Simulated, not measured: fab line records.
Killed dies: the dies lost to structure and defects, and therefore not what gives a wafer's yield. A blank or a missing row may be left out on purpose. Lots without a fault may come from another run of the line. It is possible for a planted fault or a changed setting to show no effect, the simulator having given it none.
Problem report, 8D (eight disciplines) form, completed by code ; flow n5 finfet ; the parts of the form that need people (team, actions taken, sign-off) are left out

== 1. WHAT WENT WRONG ==
Mean of plate temp C at N5_PMOS_HMC_CHANNEL_EPI_COAT_31: 214.47 C across 9 wafers in 3 lots; on wafers with no fault it is 204.97 C (standard deviation 0.16). That is +59 standard deviations from the usual mean.
The step: time 60 s, resist thk 66 nm.
Seen first at day 5 16:59 on litho track-05, wafer L561.2. At this step, 30 wafers from 10 lots have a number in the record. The rule behind "out" and "out of limits": a value lying over 4 standard deviations away from the usual mean. All remaining wafers that have a number are taken as sound.

== 2. WHAT THIS IS AND IS NOT ==
question;is;is not
which readings at this step;plate temp C, heater power total W;-
which lots;L561, L562, L563;L549, L551, L553, L556, L558, L566, L567
which wafers of those lots;all that have a number;-
read on which tools;litho track-05;litho track-01, litho track-03
when;from day 5 16:59;"up to then (15 sound wafers); but 6 sound wafers of L566, L567 came after"

== 3. WHAT RULES OUT EACH SUSPECT ==
Counting: any tool at a process step up to the reading is kept as a suspect provided that every lot that is out went through it and no sound lot did after the first of them.
- litho track-05 at N5_PMOS_HMC_CHANNEL_EPI_COAT_31 (time 60 s, resist thk 66 nm): kept. It processed each lot that is out, first L561 at day 5 16:59, and no sound lot thereafter; up to then, the last sound lot it processed was L558 at day 4 22:58. On those wafers its own readings are out: heater power total W, plate temp C.
The count leaves litho track-05 at N5_PMOS_HMC_CHANNEL_EPI_COAT_31.

== 4. THE CAUSE (what the simulator had put in) ==
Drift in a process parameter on litho track-05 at N5_PMOS_HMC_CHANNEL_EPI_COAT_31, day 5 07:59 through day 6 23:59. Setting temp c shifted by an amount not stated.
The count eliminated every tool but this one.

== 5. SEQUENCE OF EFFECTS, ordered by route ==
One row per reading whose mean, taken over the struck wafers that have a number, lies over 3 standard deviations from the usual. Only readings whose record carries a usual standard deviation are examined. hours: median over the lots of the time between each lot's start at the first step of this table that gives one and its start at this step. sigmas: the change, counted in usual standard deviations.
hours;step;reading;usual;on struck wafers;change;sigmas
0;N5_PMOS_HMC_CHANNEL_EPI_COAT_31;heater power total W;391.8 W;414.8;+23.0;+19
0;N5_PMOS_HMC_CHANNEL_EPI_COAT_31;plate temp C;204.97 C;214.47;+9.50;+59
Here are the process steps it includes:
- N5_PMOS_HMC_CHANNEL_EPI_COAT_31: time 60 s, resist thk 66 nm.
Later steps that measure or inspect, where all struck wafers having a row at the step show a number for every such reading and not one has moved that far: N5_PMOS_HMC_CHANNEL_EPI_OVL_MEAS_10, N5_BEOL_M4_RC_MEAS_101.

== 6. WHAT WOULD HAVE CAUGHT IT SOONER ==
In this record the first reading out of limits was taken at day 5 16:59, 9 hours after the fault began at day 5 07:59.
